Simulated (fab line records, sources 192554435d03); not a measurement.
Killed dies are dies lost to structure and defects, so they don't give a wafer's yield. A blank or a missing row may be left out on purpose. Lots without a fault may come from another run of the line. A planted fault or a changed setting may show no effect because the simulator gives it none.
Split-lot experiment | flow n5_finfet | 7 lots, 21 wafers read, on a route of 1938 steps

THE SPLIT
At N5_BEOL_M11_EXPOSE_08 (exposes mask M11), the setting dose_mj was moved away from the recipe's 53.75 on 5 of the 21 wafers read, by -5.8% to +5.9%. The other wafers ran this setting at the recipe's value.

FROM THE SPLIT TO THE READING: what the file shows between them, 15 steps
- N5_BEOL_M11_PEB_09: peb time 60 s
- N5_BEOL_M11_DEVELOP_10: develop time 30 s
- N5_BEOL_M11_CD_MEAS_11: target cd 64.1 nm
- N5_BEOL_M11_DESCUM_16: chemistry O2, time 7.9 s
- N5_BEOL_M11_ETCH_61: etches SiARC in CF4, target depth 39 nm, time 65 s
- N5_BEOL_M11_ETCH_62: etches SOC in N2/H2, target depth 110 nm, overetch 22 nm, time 165 s
- N5_BEOL_M11_STRIP_68: strips in N2/H2
- N5_BEOL_M11_STRIP_67: strips in CF4
- N5_BEOL_M11_HM_OPEN_17: chemistry Cl2/BCl3, target TiN, target depth 20 nm, overetch 6 nm
- N5_BEOL_M11_STRIP_19: strips in O2
- N5_BEOL_M11_CD_MEAS_18: pitch 140 nm, target cd 70 nm
- N5_BEOL_M11_COAT_63: time 60 s, resist thk 100 nm
- N5_BEOL_M11_COAT_64: time 60 s, resist thk 30 nm
- N5_BEOL_M11_PRECLEAN_42: cleans in residue remover, time 60 s
- N5_BEOL_M11_SRD_43: time 30 s

THE READING
cd_nm, in nm, at N5_BEOL_M11_CD_MEAS_35 (target cd 70 nm). Fault-free wafers of this fab line usually give 70.1 nm, standard deviation 0.52 nm.

wafer  | tool, chamber at the split | dose_mj as run | against the recipe | cd_nm, nm | against lot-mates on the recipe
L079.1 | arfi_scanner-01, 0         | 56.9           | +5.9%              | 73.3      | +3.1
L079.2 | arfi_scanner-01, 0         | 53.75          | recipe             | 70.1      | -
L079.5 | arfi_scanner-01, 0         | 53.75          | recipe             | 70.3      | -
L081.2 | arfi_scanner-03, 0         | 53.75          | recipe             | 70.5      | -
L081.3 | arfi_scanner-03, 0         | 53.75          | recipe             | 70.2      | -
L081.6 | arfi_scanner-03, 0         | 53.75          | recipe             | 70.1      | -
L083.4 | arfi_scanner-01, 0         | 53.75          | recipe             | 69.5      | -
L083.5 | arfi_scanner-01, 0         | 50.63          | -5.8%              | 66.6      | -3.0
L083.6 | arfi_scanner-01, 0         | 53.75          | recipe             | 69.6      | -
L089.1 | arfi_scanner-03, 0         | 53.75          | recipe             | 70.4      | -
L089.4 | arfi_scanner-03, 0         | 52.35          | -2.6%              | 69.2      | -1.2
L089.6 | arfi_scanner-03, 0         | 52.35          | -2.6%              | 68.6      | -1.8
L091.1 | arfi_scanner-03, 0         | 51.91          | -3.4%              | 68.1      | -2.2
L091.3 | arfi_scanner-03, 0         | 53.75          | recipe             | 70.5      | -
L091.4 | arfi_scanner-03, 0         | 53.75          | recipe             | 70.2      | -
L094.1 | arfi_scanner-03, 0         | 53.75          | recipe             | 70.9      | -
L094.4 | arfi_scanner-03, 0         | 53.75          | recipe             | 70.7      | -
L094.6 | arfi_scanner-03, 0         | 53.75          | recipe             | 70.1      | -
L095.1 | arfi_scanner-01, 0         | 53.75          | recipe             | 69.3      | -
L095.3 | arfi_scanner-01, 0         | 53.75          | recipe             | 69.4      | -
L095.6 | arfi_scanner-01, 0         | 53.75          | recipe             | 69.8      | -

THE FIT
A straight line over all 21 wafers: cd_nm changes by +0.559 nm for each +1% of dose_mj; r = +0.94; the points scatter about the line by 0.44 nm.
The same after taking each lot's own level away (the mean of its wafers on the recipe; 21 wafers): +0.542 nm for each +1%; r = +0.98; scatter 0.23 nm.
On that fit, the largest move of dose_mj shifts the reading by 3.2 nm.
The lots' own levels span 69.50 to 70.57 nm, that is 2.1 times the standard deviation above.
So the lot-to-lot level changes the slope little: the two slopes agree.
Check: with one of the wafers moved furthest among these (+5.9%) left out of the fit, the line predicts +3.21 nm for it against its lot-mates. It came out at +3.1 nm against them.

OTHER SPLITS ON THESE WAFERS
These wafers also went through other splits before the reading. Each is held against what the fit with the lots' levels taken away leaves over:
other split on the same wafers | wafers away from the commonest value | r with cd_nm (lot level and that fit taken away)
N5_BEOL_M10_COAT_63 spin_rpm   | 9                                    | -0.30
N5_BEOL_M11_PECVD_70 time_s    | 13                                   | +0.10

THE WHOLE CHAIN: every reading that the file lists as answering this split, in the file's order
step                   | what it does                                                         | reading                                                                | change (the file's fit)               | r (the file's)
N5_BEOL_M11_CD_MEAS_11 | target cd 64.1 nm                                                    | cd_nm                                                                  | +0.502 nm for each +1% of the setting | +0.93
N5_BEOL_M11_ETCH_61    | etches SiARC in CF4, target depth 39 nm, time 65 s                   | BEOL_M11.cd_offset_nm (the simulator's own value, which no gauge read) | +0.523 nm for each +1% of the setting | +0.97
N5_BEOL_M11_ETCH_62    | etches SOC in N2/H2, target depth 110 nm, overetch 22 nm, time 165 s | BEOL_M11.cd_offset_nm (the simulator's own value, which no gauge read) | +0.528 nm for each +1% of the setting | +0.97
N5_BEOL_M11_HM_OPEN_17 | chemistry Cl2/BCl3, target TiN, target depth 20 nm, overetch 6 nm    | BEOL_M11.cd_offset_nm (the simulator's own value, which no gauge read) | +0.548 nm for each +1% of the setting | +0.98
N5_BEOL_M11_CD_MEAS_18 | pitch 140 nm, target cd 70 nm                                        | cd_nm                                                                  | +0.565 nm for each +1% of the setting | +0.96
N5_BEOL_M11_CD_MEAS_35 | target cd 70 nm                                                      | cd_nm                                                                  | +0.549 nm for each +1% of the setting | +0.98

THE FILE'S OWN FIT
cd_nm changes by +0.549 nm for each +1% of dose_mj, r = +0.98.
